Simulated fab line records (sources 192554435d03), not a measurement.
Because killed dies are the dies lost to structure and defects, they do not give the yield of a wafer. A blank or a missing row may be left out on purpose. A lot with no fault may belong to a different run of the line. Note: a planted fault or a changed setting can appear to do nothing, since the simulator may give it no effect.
fab line records	flow n5_finfet
record: lots: 24	wafers: 72	last_day: 18
route steps=1938 shown BEOL_M2@879
lots that met no fault: taken from a fault-free run of the same line
start_h: the number of hours between the record's first day and the start of the first shown wafer of the lot	wait_h: hours from the lot's prior step to this one	" the same as in the row above	L1.1+2: several wafers, shown together as one row	- value missing, or start not given	* or withheld: withheld	< > ~ a bound
route shown NAME@n: names a module that has steps shown in the file, with the first one's number in the route	usual: mean/standard deviation taken from wafers without a fault	same: alike in all rows	chamber/n: place in a boat	sites: each site's reading	_std_site: standard deviation of those values	_edge_site: mean of outer sites minus mean of inner sites	radius_mm: for every site, how far away it sits from the centre of the wafer	mask NAME#n: copy n	behind: tool/chamber where the wafer was last shaped	hold: why the lot went on hold/how many hours it stayed there/how the hold came to an end	device: whichever transistor did not switch (one of n, p or np)	end of line: at the end of the route, the tests of the same wafers	a step with no rows: only its recipe	killed: at the first sort, the dies lost to defects and structure; wafer yield is something else	map: a wafer's dies, marking killed ones x, the rest . and places with no die _
set.NAME: the setting as run; set.NAME@STEP: as run at that earlier step	model.NAME: the simulator's own value behind a step, which no gauge read
steps of the route over a sample of lots; a table a step, a row a wafer
services: from which hour (start_h, from the record's first day; less than 0 if before it) a tool's chamber was out of use, for how many hours, and why
== steps ==
step: N5_BEOL_M2_DESCUM_33
recipe: chemistry: O2	time_s: 7	source_power_w: 50	bias_power_w: 20	pressure_mtorr: 20	rf_frequency_hz: 2.712e+07	temp_c: 40	resist: CAR-EUV	o2_flow_sccm: 225
usual: drypump_motor_current_A: 5.9/0.47	oes_product_au: 0.79/0.09	rf_vpp_V: 243.1/1.4	showerhead_plenum_p_Torr: 2.10/0.071	throttle_valve_pct: 20.35/0.21
lot.wafer	tool	chamber	start_h	wait_h	drypump_motor_current_A	oes_product_au	rf_hours_counter_h	rf_vpp_V	showerhead_plenum_p_Torr	throttle_valve_pct
L074.1	rie_diel-04	2	138.92	0.0	5.9	0.85	57	246.2	2.20	20.25
L074.4	"	1	"	"	5.8	0.70	236	243.9	2.14	20.47
L074.6	"	1	"	"	5.8	0.70	-	244.7	2.14	20.47
L075.2	rie_diel-02	2	142.11	0.0	5.9	0.70	227	242.1	2.06	20.39
L075.3	"	0	"	"	5.8	0.73	168	243.1	2.02	20.39
L075.6	"	0	"	"	5.8	0.72	-	242.1	2.02	20.40
L076.1	rie_diel-06	1	157.05	0.0	5.8	0.82	76	242.7	2.04	20.22
L076.3	"	2	"	"	4.9	0.73	201	242.2	2.09	20.54
L076.6	"	0	"	"	6.4	0.76	-	243.6	2.10	20.15
L078.2	rie_diel-06	1	163.34	0.5	5.8	0.83	79	242.1	2.04	20.26
L078.3	"	2	"	"	4.9	0.73	205	241.4	2.09	20.55
L078.5	"	1	"	"	5.8	0.82	-	241.5	2.04	20.25
L081.1	rie_diel-04	2	173.69	0.6	5.9	0.84	75	245.2	2.19	20.29
L081.2	"	0	"	"	5.9	0.88	38	243.4	2.21	20.51
L081.4	"	3	"	"	5.8	0.68	-	241.1	1.98	20.24
L077.2	rie_diel-06	2	173.77	0.3	4.9	0.72	212	241.3	2.09	20.56
L077.4	"	1	"	"	5.8	0.84	-	242.0	2.04	20.27
L077.6	"	0	"	"	6.4	0.75	-	242.7	2.09	20.16
L079.1	rie_diel-02	0	174.22	0.5	5.8	0.72	176	242.5	2.02	20.39
L079.5	"	0	"	"	5.8	0.73	-	240.8	2.02	20.41
L079.6	"	3	"	"	6.8	0.70	-	243.3	2.05	20.82
L080.1	rie_diel-06	1	175.61	1.0	5.8	0.81	88	241.3	2.04	20.26
L080.3	"	0	"	"	6.4	0.75	132	243.1	2.09	20.16
L080.5	"	0	"	"	6.4	0.74	-	244.0	2.09	20.16
L082.2	rie_diel-06	2	179.99	0.0	4.9	0.72	215	242.5	2.09	20.56
L082.3	"	0	"	"	6.4	0.74	135	244.2	2.09	20.16
L082.4	"	0	"	"	6.4	0.74	-	244.0	2.09	20.17
L083.1	rie_diel-02	2	188.03	0.2	5.9	0.70	242	243.4	2.05	20.41
L083.5	"	1	"	"	6.3	0.85	-	242.9	2.13	20.43
L083.6	"	0	"	"	5.8	0.72	-	241.2	2.01	20.41
L084.3	rie_diel-02	2	198.07	0.0	5.9	0.70	244	241.0	2.05	20.43
L084.4	"	1	"	"	6.3	0.84	64	242.3	2.12	20.45
L084.6	"	1	"	"	6.3	0.84	-	243.0	2.13	20.43
L085.1	rie_diel-04	2	208.83	0.0	6.0	0.82	90	244.9	2.19	20.30
L085.3	"	0	"	"	5.9	0.84	54	244.5	2.20	20.53
L085.5	"	3	"	"	5.8	1.00	-	245.6	2.24	19.79
L086.1	rie_diel-06	0	212.01	0.0	6.4	0.74	147	243.8	2.09	20.17
L086.3	"	3	"	"	6.4	0.78	144	244.5	2.19	20.48
L086.6	"	3	"	"	6.4	0.77	-	243.0	2.19	20.49
L087.2	rie_diel-06	3	213.18	0.0	6.4	0.77	144	243.8	2.19	20.50
L087.5	"	1	"	"	5.7	0.80	-	241.6	2.03	20.30
L087.6	"	2	"	"	4.9	0.71	-	243.0	2.08	20.57
L088.1	rie_diel-04	3	222.65	0.0	5.8	0.97	4	243.9	2.24	19.82
L088.4	"	0	"	"	5.9	0.85	56	244.5	2.20	20.53
L088.5	"	3	"	"	5.8	0.98	-	244.1	2.24	19.81
L089.1	rie_diel-04	1	237.10	0.0	5.9	0.93	15	245.3	2.13	20.16
L089.4	"	0	"	"	5.9	0.84	60	246.3	2.20	20.54
L089.6	"	0	"	"	5.9	0.85	-	243.8	2.20	20.53
L091.2	rie_diel-02	1	240.91	0.0	6.3	0.82	78	243.6	2.12	20.48
L091.3	"	2	"	"	5.9	1.01	2	241.9	2.05	20.11
L091.5	"	0	"	"	5.8	0.71	-	241.8	2.01	20.45
L090.3	rie_diel-06	0	241.54	0.0	6.4	0.73	157	242.3	2.08	20.20
L090.4	"	1	"	"	5.8	0.79	113	242.4	2.03	20.31
L090.6	"	1	"	"	5.8	0.79	-	242.4	2.03	20.30
L093.3	rie_diel-02	0	250.96	0.0	5.8	0.69	209	242.7	2.01	20.44
L093.5	"	0	"	"	5.8	0.69	-	240.9	2.00	20.47
L093.6	"	1	"	"	6.3	0.81	-	243.1	2.12	20.47
L092.1	rie_diel-04	3	252.55	0.1	5.8	0.94	14	245.6	2.24	19.82
L092.2	"	0	"	"	5.9	0.84	65	245.8	2.20	20.54
L092.5	"	0	"	"	5.9	0.84	-	246.3	2.20	20.54
L094.2	rie_diel-06	1	260.45	0.0	5.8	0.78	121	243.0	2.03	20.32
L094.3	"	0	"	"	6.4	0.72	165	243.0	2.08	20.22
L094.6	"	2	"	"	4.9	0.70	-	242.2	2.08	20.62
L095.2	rie_diel-02	0	262.66	0.0	5.8	0.69	213	243.4	2.00	20.46
L095.5	"	3	"	"	6.8	0.97	-	242.9	2.04	20.35
L095.6	"	0	"	"	5.8	0.69	-	240.3	2.00	20.45
L097.2	rie_diel-02	3	274.96	0.2	6.8	0.94	6	242.5	2.04	20.37
L097.3	"	2	"	"	5.8	0.94	15	242.6	2.05	20.11
L097.6	"	0	"	"	5.8	0.69	-	242.1	2.00	20.48
L096.4	rie_diel-06	0	277.61	0.1	6.4	0.72	-	242.6	2.08	20.21
L096.5	"	3	"	"	6.4	0.75	-	244.7	2.18	20.52
L096.6	"	1	"	"	5.7	0.78	-	241.8	2.03	20.32
step: N5_BEOL_M2_CD_MEAS_35
recipe: target_cd_nm: 18	target_cd_y_nm: 22.2	polarity: opening
usual: cd_nm: 18.1/0.46
lot.wafer	tool	chamber	start_h	wait_h	cd_nm
L074.1	cd_sem-02	-	143.93	0.0	18.5
L074.4	"	-	"	"	17.4
L074.6	"	-	"	"	17.6
L075.2	cd_sem-03	-	144.14	0.0	18.0
L075.3	"	-	"	"	18.0
L075.6	"	-	"	"	18.3
L076.1	cd_sem-03	-	169.48	0.0	18.4
L076.3	"	-	"	"	18.1
L076.6	"	-	"	"	17.8
L078.2	cd_sem-02	-	171.72	0.0	18.0
L078.3	"	-	"	"	17.7
L078.5	"	-	"	"	17.5
L081.1	cd_sem-01	-	178.09	0.0	18.6
L081.2	"	-	"	"	18.5
L081.4	"	-	"	"	18.9
L077.2	cd_sem-02	-	178.18	0.0	17.8
L077.4	"	-	"	"	18.2
L077.6	"	-	"	"	18.6
L079.1	cd_sem-02	-	178.68	0.0	18.1
L079.5	"	-	"	"	17.5
L079.6	"	-	"	"	17.4
L080.1	cd_sem-03	-	179.16	0.0	17.4
L080.3	"	-	"	"	18.0
L080.5	"	-	"	"	17.4
L082.2	cd_sem-02	-	181.59	0.0	19.0
L082.3	"	-	"	"	18.0
L082.4	"	-	"	"	19.2
L083.1	cd_sem-02	-	193.05	0.0	18.7
L083.5	"	-	"	"	18.2
L083.6	"	-	"	"	19.5
L084.3	cd_sem-01	-	199.79	0.0	18.4
L084.4	"	-	"	"	18.1
L084.6	"	-	"	"	18.8
L085.1	cd_sem-02	-	216.63	0.0	17.8
L085.3	"	-	"	"	18.4
L085.5	"	-	"	"	18.3
L086.1	cd_sem-03	-	222.01	0.0	17.7
L086.3	"	-	"	"	18.1
L086.6	"	-	"	"	18.2
L087.2	cd_sem-01	-	222.19	0.0	17.9
L087.5	"	-	"	"	18.0
L087.6	"	-	"	"	18.3
L088.1	cd_sem-01	-	234.75	0.0	18.2
L088.4	"	-	"	"	18.6
L088.5	"	-	"	"	17.6
L091.2	cd_sem-02	-	245.83	0.0	18.2
L091.3	"	-	"	"	18.9
L091.5	"	-	"	"	17.5
L089.1	cd_sem-03	-	245.94	0.0	19.0
L089.4	"	-	"	"	18.1
L089.6	"	-	"	"	17.8
L090.3	cd_sem-03	-	249.70	0.0	19.2
L090.4	"	-	"	"	18.7
L090.6	"	-	"	"	18.4
L093.3	cd_sem-03	-	258.25	0.0	18.6
L093.5	"	-	"	"	18.1
L093.6	"	-	"	"	18.7
L092.1	cd_sem-01	-	263.17	0.0	18.0
L092.2	"	-	"	"	18.4
L092.5	"	-	"	"	18.0
L094.2	cd_sem-02	-	263.62	0.0	18.4
L094.3	"	-	"	"	17.5
L094.6	"	-	"	"	18.4
L095.2	cd_sem-02	-	268.20	0.0	17.5
L095.5	"	-	"	"	18.3
L095.6	"	-	"	"	18.1
L096.4	cd_sem-02	-	281.49	0.0	18.0
L096.5	"	-	"	"	17.8
L096.6	"	-	"	"	18.2
L097.2	cd_sem-03	-	281.52	0.0	19.1
L097.3	"	-	"	"	17.9
L097.6	"	-	"	"	17.8
step: N5_BEOL_M2_SURFACE_TREAT_85
recipe: gas: Ar	time_s: *	ion_energy_ev: *	ion_current_ma_cm2: 0.5	pressure_mtorr: *	ar_flow_sccm: 30
usual: throttle_valve_pct: *
lot.wafer	tool	chamber	start_h	wait_h	throttle_valve_pct
L074.1	pvd_sputter-02	-	144.98	0.3	*
L074.4	"	-	"	"	*
L074.6	"	-	"	"	*
L075.2	pvd_sputter-03	-	146.55	1.3	*
L075.3	"	-	"	"	*
L075.6	"	-	"	"	*
L076.1	pvd_sputter-01	-	170.08	0.2	*
L076.3	"	-	"	"	*
L076.6	"	-	"	"	*
L078.2	pvd_sputter-02	-	172.16	0.2	*
L078.3	"	-	"	"	*
L078.5	"	-	"	"	*
L081.1	pvd_sputter-01	-	178.80	0.2	*
L081.2	"	-	"	"	*
L081.4	"	-	"	"	*
L077.2	pvd_sputter-02	-	179.11	0.2	*
L077.4	"	-	"	"	*
L077.6	"	-	"	"	*
L079.1	pvd_sputter-02	-	179.36	0.3	*
L079.5	"	-	"	"	*
L079.6	"	-	"	"	*
L080.1	pvd_sputter-01	-	179.64	0.2	*
L080.3	"	-	"	"	*
L080.5	"	-	"	"	*
L082.2	pvd_sputter-03	-	182.42	0.2	*
L082.3	"	-	"	"	*
L082.4	"	-	"	"	*
L083.1	pvd_sputter-03	-	193.91	0.3	*
L083.5	"	-	"	"	*
L083.6	"	-	"	"	*
L084.3	pvd_sputter-01	-	200.32	0.1	*
L084.4	"	-	"	"	*
L084.6	"	-	"	"	*
L085.1	pvd_sputter-01	-	217.35	0.3	*
L085.3	"	-	"	"	*
L085.5	"	-	"	"	*
L086.1	pvd_sputter-03	-	222.38	0.1	*
L086.3	"	-	"	"	*
L086.6	"	-	"	"	*
L087.2	pvd_sputter-03	-	222.56	0.1	*
L087.5	"	-	"	"	*
L087.6	"	-	"	"	*
L088.1	pvd_sputter-01	-	235.82	0.2	*
L088.4	"	-	"	"	*
L088.5	"	-	"	"	*
L091.2	pvd_sputter-03	-	246.85	0.1	*
L091.3	"	-	"	"	*
L091.5	"	-	"	"	*
L089.1	pvd_sputter-02	-	246.89	0.1	*
L089.4	"	-	"	"	*
L089.6	"	-	"	"	*
L090.3	pvd_sputter-03	-	250.74	0.1	*
L090.4	"	-	"	"	*
L090.6	"	-	"	"	*
L093.3	pvd_sputter-02	-	258.90	0.2	*
L093.5	"	-	"	"	*
L093.6	"	-	"	"	*
L092.1	pvd_sputter-03	-	264.32	0.4	*
L092.2	"	-	"	"	*
L092.5	"	-	"	"	*
L094.2	pvd_sputter-02	-	264.41	0.2	*
L094.3	"	-	"	"	*
L094.6	"	-	"	"	*
L095.2	pvd_sputter-02	-	268.93	0.2	*
L095.5	"	-	"	"	*
L095.6	"	-	"	"	*
L096.4	pvd_sputter-02	-	281.99	0.2	*
L096.5	"	-	"	"	*
L096.6	"	-	"	"	*
L097.2	pvd_sputter-01	-	282.47	0.1	*
L097.3	"	-	"	"	*
L097.6	"	-	"	"	*
step: N5_BEOL_M2_SPUTTER_88
recipe: material: Cu	target_thk_a: 45	temp_c: -20	chamber_pressure_pa: 0.07	power_w: withheld	time_s: 8.29
usual: susceptor_temp_C: -19.99/0.11	throttle_valve_pct: 29.8/0.96
lot.wafer	tool	chamber	start_h	wait_h	susceptor_temp_C	throttle_valve_pct
L074.1	pvd_sputter-02	-	146.38	0.1	-20.11	27.5
L074.4	"	-	"	"	-19.99	29.1
L074.6	"	-	"	"	-19.98	29.7
L075.2	pvd_sputter-03	-	147.79	0.1	-20.03	31.1
L075.3	"	-	"	"	-20.05	30.6
L075.6	"	-	"	"	-20.01	30.1
L076.1	pvd_sputter-03	-	171.32	0.1	-19.99	31.1
L076.3	"	-	"	"	-19.97	30.9
L076.6	"	-	"	"	-20.03	30.8
L078.2	pvd_sputter-01	-	173.35	0.1	-20.07	30.3
L078.3	"	-	"	"	-19.96	29.3
L078.5	"	-	"	"	-19.97	30.3
L081.1	pvd_sputter-03	-	179.90	0.1	-19.88	31.0
L081.2	"	-	"	"	-19.95	30.3
L081.4	"	-	"	"	-20.01	29.4
L077.2	pvd_sputter-02	-	180.28	0.1	-19.89	30.5
L077.4	"	-	"	"	-20.05	28.8
L077.6	"	-	"	"	-20.00	30.7
L079.1	pvd_sputter-01	-	180.90	0.1	-20.05	30.4
L079.5	"	-	"	"	-20.08	30.4
L079.6	"	-	"	"	-20.12	30.4
L080.1	pvd_sputter-02	-	182.12	0.1	-20.02	29.1
L080.3	"	-	"	"	-20.04	30.6
L080.5	"	-	"	"	-19.97	30.8
L082.2	pvd_sputter-01	-	183.66	0.1	-19.98	29.8
L082.3	"	-	"	"	-19.95	29.4
L082.4	"	-	"	"	-19.95	30.4
L083.1	pvd_sputter-02	-	195.09	0.1	-20.00	28.9
L083.5	"	-	"	"	-19.95	29.9
L083.6	"	-	"	"	-19.99	28.8
L084.3	pvd_sputter-03	-	201.58	0.1	-19.85	29.8
L084.4	"	-	"	"	-20.01	30.1
L084.6	"	-	"	"	-19.81	30.9
L085.1	pvd_sputter-02	-	218.86	0.1	-20.10	27.7
L085.3	"	-	"	"	-20.06	28.5
L085.5	"	-	"	"	-20.14	30.4
L086.1	pvd_sputter-02	-	223.48	0.1	-20.00	30.6
L086.3	"	-	"	"	-19.89	29.9
L086.6	"	-	"	"	-20.14	30.5
L087.2	pvd_sputter-01	-	223.66	0.1	-19.77	30.1
L087.5	"	-	"	"	-19.97	29.9
L087.6	"	-	"	"	-20.15	30.3
L088.1	pvd_sputter-02	-	238.13	0.1	-20.03	28.6
L088.4	"	-	"	"	-19.91	29.9
L088.5	"	-	"	"	-19.95	28.7
L091.2	pvd_sputter-03	-	247.97	0.1	-20.04	31.3
L091.3	"	-	"	"	-19.84	30.2
L091.5	"	-	"	"	-19.96	31.0
L089.1	pvd_sputter-02	-	248.17	0.1	-20.02	27.4
L089.4	"	-	"	"	-19.76	28.7
L089.6	"	-	"	"	-19.93	28.7
L090.3	pvd_sputter-01	-	253.04	0.1	-19.91	29.5
L090.4	"	-	"	"	-19.86	30.1
L090.6	"	-	"	"	-19.88	30.1
L093.3	pvd_sputter-03	-	260.02	0.1	-19.84	31.0
L093.5	"	-	"	"	-19.85	30.7
L093.6	"	-	"	"	-19.85	30.2
L092.1	pvd_sputter-02	-	265.43	0.1	-19.95	28.5
L092.2	"	-	"	"	-20.03	30.3
L092.5	"	-	"	"	-19.93	30.4
L094.2	pvd_sputter-01	-	267.16	0.1	-20.01	29.6
L094.3	"	-	"	"	-20.15	29.2
L094.6	"	-	"	"	-20.05	29.8
L095.2	pvd_sputter-03	-	270.10	0.1	-20.13	29.9
L095.5	"	-	"	"	-20.08	31.1
L095.6	"	-	"	"	-20.12	30.0
L096.4	pvd_sputter-02	-	283.15	0.1	-19.92	30.5
L096.5	"	-	"	"	-19.86	30.5
L096.6	"	-	"	"	-20.04	27.4
L097.2	pvd_sputter-03	-	283.61	0.1	-19.79	30.9
L097.3	"	-	"	"	-20.19	31.0
L097.6	"	-	"	"	-20.07	31.3
step: N5_BEOL_M2_ANNEAL_91
recipe: temp_c: 400	time_s: 240	ambient: vacuum
usual: heater_power_w: 837/110	susceptor_temp_C: 400.00/0.22
lot.wafer	tool	chamber	start_h	wait_h	heater_power_w	susceptor_temp_C
L074.1	pvd_sputter-02	-	146.68	0.0	795	399.61
L074.4	"	-	"	"	988	400.03
L074.6	"	-	"	"	1014	400.11
L075.2	pvd_sputter-03	-	148.09	0.0	909	399.79
L075.3	"	-	"	"	650	400.00
L075.6	"	-	"	"	730	400.00
L076.1	pvd_sputter-03	-	171.62	0.0	922	400.30
L076.3	"	-	"	"	652	399.83
L076.6	"	-	"	"	650	400.15
L078.2	pvd_sputter-01	-	173.65	0.0	777	399.86
L078.3	"	-	"	"	875	399.81
L078.5	"	-	"	"	774	400.08
L081.1	pvd_sputter-03	-	180.20	0.0	931	400.34
L081.2	"	-	"	"	725	400.35
L081.4	"	-	"	"	793	400.00
L077.2	pvd_sputter-02	-	180.58	0.0	759	400.25
L077.4	"	-	"	"	983	400.24
L077.6	"	-	"	"	749	400.26
L079.1	pvd_sputter-01	-	181.20	0.0	776	400.00
L079.5	"	-	"	"	771	400.19
L079.6	"	-	"	"	939	400.58
L080.1	pvd_sputter-02	-	182.42	0.0	1026	400.10
L080.3	"	-	"	"	769	399.83
L080.5	"	-	"	"	764	399.93
L082.2	pvd_sputter-01	-	183.96	0.0	826	399.86
L082.3	"	-	"	"	870	400.40
L082.4	"	-	"	"	755	400.44
L083.1	pvd_sputter-02	-	195.39	0.0	990	399.53
L083.5	"	-	"	"	1016	400.01
L083.6	"	-	"	"	1016	399.76
L084.3	pvd_sputter-03	-	201.88	0.0	792	400.44
L084.4	"	-	"	"	728	400.20
L084.6	"	-	"	"	675	399.63
L085.1	pvd_sputter-02	-	219.16	0.0	802	400.15
L085.3	"	-	"	"	962	400.08
L085.5	"	-	"	"	780	400.29
L086.1	pvd_sputter-02	-	223.78	0.0	769	399.87
L086.3	"	-	"	"	1009	400.11
L086.6	"	-	"	"	762	399.81
L087.2	pvd_sputter-01	-	223.96	0.0	944	400.04
L087.5	"	-	"	"	828	399.85
L087.6	"	-	"	"	755	399.90
L088.1	pvd_sputter-02	-	238.43	0.0	996	400.09
L088.4	"	-	"	"	983	399.84
L088.5	"	-	"	"	985	399.83
L091.2	pvd_sputter-03	-	248.27	0.0	899	399.35
L091.3	"	-	"	"	744	400.15
L091.5	"	-	"	"	644	399.97
L089.1	pvd_sputter-02	-	248.47	0.0	775	400.18
L089.4	"	-	"	"	999	400.34
L089.6	"	-	"	"	980	400.00
L090.3	pvd_sputter-01	-	253.34	0.0	894	400.20
L090.4	"	-	"	"	838	400.28
L090.6	"	-	"	"	931	400.03
L093.3	pvd_sputter-03	-	260.32	0.0	894	399.88
L093.5	"	-	"	"	650	400.06
L093.6	"	-	"	"	741	400.10
L092.1	pvd_sputter-02	-	265.73	0.0	1014	399.86
L092.2	"	-	"	"	986	400.03
L092.5	"	-	"	"	771	400.08
L094.2	pvd_sputter-01	-	267.46	0.0	923	399.93
L094.3	"	-	"	"	885	399.85
L094.6	"	-	"	"	844	400.18
L095.2	pvd_sputter-03	-	270.40	0.0	793	399.76
L095.5	"	-	"	"	913	399.96
L095.6	"	-	"	"	720	400.05
L096.4	pvd_sputter-02	-	283.45	0.0	782	399.55
L096.5	"	-	"	"	768	399.61
L096.6	"	-	"	"	812	399.84
L097.2	pvd_sputter-03	-	283.91	0.0	664	400.07
L097.3	"	-	"	"	934	399.59
L097.6	"	-	"	"	914	399.93
step: N5_BEOL_M2_THK_MEAS_53
recipe: thk_meas_gauge: xrf	reads: Cu_of_BEOL_M2_ECD_50
usual: M2_THK: 39.6/1.7
lot.wafer	tool	chamber	start_h	wait_h	M2_THK[nm]
L074.1	film_metro-01	-	148.06	-	40.4
L074.4	"	-	"	"	40.1
L074.6	"	-	"	"	39.6
L075.2	film_metro-01	-	149.64	-	36.9
L075.3	"	-	"	"	40.6
L075.6	"	-	"	"	38.0
L076.1	film_metro-02	-	173.21	-	40.3
L076.3	"	-	"	"	39.5
L076.6	"	-	"	"	38.2
L078.2	film_metro-01	-	175.10	-	40.6
L078.3	"	-	"	"	41.5
L078.5	"	-	"	"	38.2
L081.1	film_metro-02	-	181.57	-	38.4
L081.2	"	-	"	"	39.9
L081.4	"	-	"	"	40.7
L077.2	film_metro-01	-	181.95	-	37.6
L077.4	"	-	"	"	39.1
L077.6	"	-	"	"	39.3
L079.1	film_metro-02	-	182.57	-	40.1
L079.5	"	-	"	"	40.9
L079.6	"	-	"	"	38.4
L080.1	film_metro-02	-	183.86	-	38.2
L080.3	"	-	"	"	37.1
L080.5	"	-	"	"	38.4
L082.2	film_metro-02	-	185.33	-	38.8
L082.3	"	-	"	"	38.1
L082.4	"	-	"	"	38.7
L083.1	film_metro-02	-	196.76	-	41.1
L083.5	"	-	"	"	40.1
L083.6	"	-	"	"	38.6
L084.3	film_metro-02	-	203.24	-	39.0
L084.4	"	-	"	"	38.6
L084.6	"	-	"	"	39.5
L085.1	film_metro-02	-	220.52	-	41.3
L085.3	"	-	"	"	38.1
L085.5	"	-	"	"	39.9
L086.1	film_metro-02	-	225.15	-	42.3
L086.3	"	-	"	"	41.1
L086.6	"	-	"	"	43.8
L087.2	film_metro-01	-	225.33	-	38.2
L087.5	"	-	"	"	39.2
L087.6	"	-	"	"	37.9
L088.1	film_metro-01	-	239.80	-	40.1
L088.4	"	-	"	"	42.9
L088.5	"	-	"	"	40.6
L091.2	film_metro-02	-	249.64	-	38.7
L091.3	"	-	"	"	41.7
L091.5	"	-	"	"	37.2
L089.1	film_metro-02	-	249.86	-	40.4
L089.4	"	-	"	"	38.9
L089.6	"	-	"	"	38.9
L090.3	film_metro-02	-	254.71	-	37.1
L090.4	"	-	"	"	41.9
L090.6	"	-	"	"	37.0
L093.3	film_metro-02	-	261.85	-	38.2
L093.5	"	-	"	"	40.1
L093.6	"	-	"	"	39.3
L092.1	film_metro-01	-	267.18	-	39.7
L092.2	"	-	"	"	41.9
L092.5	"	-	"	"	41.7
L094.2	film_metro-01	-	269.06	-	42.1
L094.3	"	-	"	"	42.3
L094.6	"	-	"	"	43.3
L095.2	film_metro-02	-	271.77	-	38.7
L095.5	"	-	"	"	41.0
L095.6	"	-	"	"	37.0
L096.4	film_metro-02	-	284.82	-	40.8
L096.5	"	-	"	"	38.5
L096.6	"	-	"	"	39.8
L097.2	film_metro-01	-	285.30	-	40.6
L097.3	"	-	"	"	41.6
L097.6	"	-	"	"	42.1
== services ==
tool	chamber	start_h	hours	kind
rie_diel-04	-	137.64	1.0	repair
pvd_sputter-02	-	138.18	3.5	repair
rie_diel-02	-	158.13	14.6	pm
rie_diel-04	1	166.78	-	clean
rie_diel-04	1	166.78	-	consumable_replace:focus_ring
rie_diel-04	1	166.78	21.4	scheduled_down
rie_diel-04	1	166.78	21.4	vent_cycle
rie_diel-04	3	188.31	-	clean
rie_diel-04	3	188.31	-	consumable_replace:focus_ring
rie_diel-04	3	188.31	-	consumable_replace:showerhead
rie_diel-04	3	188.31	15.4	scheduled_down
rie_diel-06	2	189.17	6.4	repair
rie_diel-06	-	195.09	0.2	repair
rie_diel-02	2	211.37	-	clean
rie_diel-02	2	211.37	-	consumable_replace:focus_ring
rie_diel-02	2	211.37	23.8	scheduled_down
rie_diel-02	2	211.37	23.8	vent_cycle
rie_diel-02	3	235.38	-	clean
rie_diel-02	3	235.38	-	consumable_replace:focus_ring
rie_diel-06	2	274.97	-	clean
rie_diel-06	2	274.97	-	consumable_replace:focus_ring
rie_diel-06	2	274.97	20.6	scheduled_down
rie_diel-06	2	274.97	20.6	vent_cycle
rie_diel-06	-	279.75	0.6	repair
== key ==
fault none
